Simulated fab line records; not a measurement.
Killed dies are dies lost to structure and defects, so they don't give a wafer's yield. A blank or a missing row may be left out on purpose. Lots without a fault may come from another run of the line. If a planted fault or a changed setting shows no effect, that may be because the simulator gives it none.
A struck lot beside a sound one | flow nand-harc | 15 steps out of a route of 1302
Sound: wafers L384.3, L384.4, L384.6. The struck wafers were L388.2, L388.4, L388.5. Last of all comes the cause.
At each step with rows: each side's tool, then ch and its chambers, then its first start. Under that, the readings that differ: sound wafers | struck wafers | difference of the means | sigmas: that difference in standard deviations of wafers without a fault.
alike: words and numbers the same on both sides, and readings whose means are apart by under 2 such deviations; not compared: readings that were withheld, readings missing a value for some wafer, numbers with overlapping values and no deviation given by the record, and bounds like >300 which may hide the same value.
Wherever a step has rows on one side only, a row that says differs or no value, or a row with sigmas, the two part there. Numbers that have no deviation but don't overlap get no sigmas and don't part them. A reading that every wafer of one side lacks parts them only if that side has two wafers or more.

first, 3 steps without rows for these wafers: NHARC_P_M1_EXPOSE_06 (exposes mask P M1, target cd 130 nm); NHARC_P_M1_PEB_07 (peb time 65 s); NHARC_P_M1_DEVELOP_08 (develop time 35 s).
NHARC_P_M1_CD_MEAS_09 targets a cd of 130 nm.
  sound on cd-sem-01 ch 0, day 10 22:18; struck on cd-sem-01 ch 0, day 12 16:07
  alike: cd-nm
NHARC_P_M1_OVL_MEAS_10: pitch 260 nm.
  sound on overlay-01 at day 10 22:23; struck on overlay-02 at day 12 16:12
  reading           | sound       | struck        | difference | sigmas
  overlay-x-nm (nm) | 2.1 1.6 1.8 | -0.1 0.3 -0.1 | -1.8       | -2
  alike: overlay-y-nm
NHARC_P_M1_INSPECT_11:
  sound on defect-inspect-01 at day 10 22:25; struck on defect-inspect-02 at day 12 16:14
  alike: raw-defect-count
then, 1 step without rows for these wafers: NHARC_P_M1_DESCUM_14 (chemistry O2, time 3 s).
NHARC_P_M1_ETCH_35: etches the open film in N2/H2, target depth 40 nm, overetch 12 nm, time 43.94 s.
  sound on rie-diel-04 ch 0,1, day 10 22:34; struck on rie-diel-13 ch 0,2, day 12 16:25
  alike: chamber-pressure-mTorr, drypump-motor-current-A, oes-product-au, rf-vpp-V, showerhead-plenum-p-Torr, throttle-valve-pct
  not compared: rf-hours-counter-h
NHARC_P_M1_ETCH_15: etches the open film in C4F8/Ar, target depth 182.5 nm, time 91.2 s.
  sound: rie-diel-04 ch 0,2,3; struck: rie-diel-13 ch 2,3
  reading               | sound             | struck            | difference | sigmas
  oes-product-au (a.u.) | 0.919 0.924 0.918 | 0.965 0.969 0.962 | +0.045     | +2
  alike: chamber-pressure-mTorr, rf-vpp-V
  not compared: rf-hours-counter-h
NHARC_P_M1_CD_MEAS_16:
  sound on cd-sem-03 at day 10 22:48; struck on cd-sem-03 at day 12 16:39
  alike: cd-nm
NHARC_P_M1_STRIP_18: strips in N2/H2.
  sound on rie-diel-13 ch 0,3, day 10 22:53; struck on rie-diel-04 ch 0,2,3, day 12 16:43
  alike: chamber-pressure-mTorr, drypump-motor-current-A, oes-product-au, power-w, rf-vpp-V, showerhead-plenum-p-Torr, throttle-valve-pct
  not compared: rf-hours-counter-h
NHARC_P_M1_ETCH_28: etches the open film in CF4/N2, target depth 30 nm, time 72.99 s.
  sound: rie-diel-13 ch 0,2,3; struck: rie-diel-04 ch 0,2,3
  alike: chamber-pressure-mTorr, drypump-motor-current-A, oes-product-au, rf-vpp-V, showerhead-plenum-p-Torr, throttle-valve-pct
  not compared: rf-hours-counter-h
NHARC_P_M1_STRIP_19: strips in post etch residue remover, time 600 s.
  sound on wet-bench-08 ch 2,3,4, day 10 23:14; struck on wet-bench-08 ch 0,4,7, day 12 17:05
  no value came back on the struck wafers for bath-heat-duty-pct (%), run-length-s (s), time-s (s); on the sound wafers bath-heat-duty-pct (%) reads 14.2 16.3 10.8
NHARC_P_M1_DEGAS_29: time 60 s.
  sound on pvd-sputter-03 at day 10 23:31; struck on pvd-sputter-02 at day 12 17:22
  alike: heater-power-w
-- record jumps: 18 days between struck wafers' starts before vs after; left off in module P_M1, resumes in module END, first step shown is number 1302 of the route --
NHARC_END_SORT_01:
  sound on prober-02 ch 0, day 30 10:04; struck on prober-01 ch 0, day 30 19:50
  alike: defect-limited-yield, killed-at-array, killed-at-other, killed-at-periphery, killed-dies, killed-open, killed-short, sort_bin_2_pct, sort_bin_3_pct, sort_bin_4_pct, sort-n-pass, sort-rim-yield-pct, sort-yield-pct

## WHERE THEY PART
Last at NHARC_P_M1_STRIP_19 as far as this record goes, first at NHARC_P_M1_OVL_MEAS_10. Later steps at which nothing parts them and some readings are alike: NHARC_P_M1_DEGAS_29, NHARC_END_SORT_01.

WHY: what the simulator had put in
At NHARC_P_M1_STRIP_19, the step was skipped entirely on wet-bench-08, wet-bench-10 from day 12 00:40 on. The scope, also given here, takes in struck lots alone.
